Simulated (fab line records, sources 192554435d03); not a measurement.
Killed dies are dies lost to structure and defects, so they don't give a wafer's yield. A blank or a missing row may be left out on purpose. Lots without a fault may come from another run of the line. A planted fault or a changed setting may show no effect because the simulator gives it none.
Chamber matching | flow n5_finfet | N5_BEOL_M8_CMP_52 on cmp-03: 4 sister chambers
The step polishes, stops on SiCOH lowk, t overpolish 6.9 s, target thk 80 nm. 4 wafers are shown with their chamber, then 11 later ones without.

WAFERS WITH THEIR CHAMBER
wafer  | chamber | time_to_endpoint_s (s)
L082.6 | 3       | 66
L088.2 | 2       | 63
L088.6 | 1       | 60
L087.2 | 0       | 63

WAFERS WITHOUT THEIR CHAMBER
wafer  | time_to_endpoint_s (s)
L087.4 | 63
L087.5 | 57
L092.2 | 61
L092.4 | 59
L092.5 | 64
L095.4 | 69
L095.5 | 60
L095.6 | 64
L096.2 | 65
L096.3 | 59
L096.5 | 62

WHICH CHAMBER EACH WENT THROUGH
wafer  | from the rows above               | in truth
L087.4 | can't be placed: 0 or 2 or 1 or 3 | 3
L087.5 | can't be placed: 1 or 0 or 2      | 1
L092.2 | can't be placed: 1 or 0 or 2      | 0
L092.4 | can't be placed: 1 or 0 or 2      | 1
L092.5 | can't be placed: 0 or 2 or 3 or 1 | 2
L095.4 | can't be placed: 3 or 0 or 2      | 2
L095.5 | can't be placed: 1 or 0 or 2      | 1
L095.6 | can't be placed: 0 or 2 or 3 or 1 | 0
L096.2 | can't be placed: 3 or 0 or 2      | 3
L096.3 | can't be placed: 1 or 0 or 2      | 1
L096.5 | can't be placed: 0 or 2 or 1 or 3 | 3
Placed correctly: 0 of 11. Can't be placed from these rows: 11 (the true chamber is among the candidates in 11). Placed wrongly: 0.
How it was worked out, from the rows above alone: a wafer's distance from a chamber is the root of the sum, over the readings, of the square of ((its reading less the chamber's mean) divided by the reading's scatter). The wafer belongs to the nearest chamber; if the next one is less than 2 further off, it can't be placed. A chamber's mean is the mean of its shown wafers. The scatter: with one shown wafer a chamber, the root of the mean of the squares of how far each hidden wafer lies from its nearest shown one.
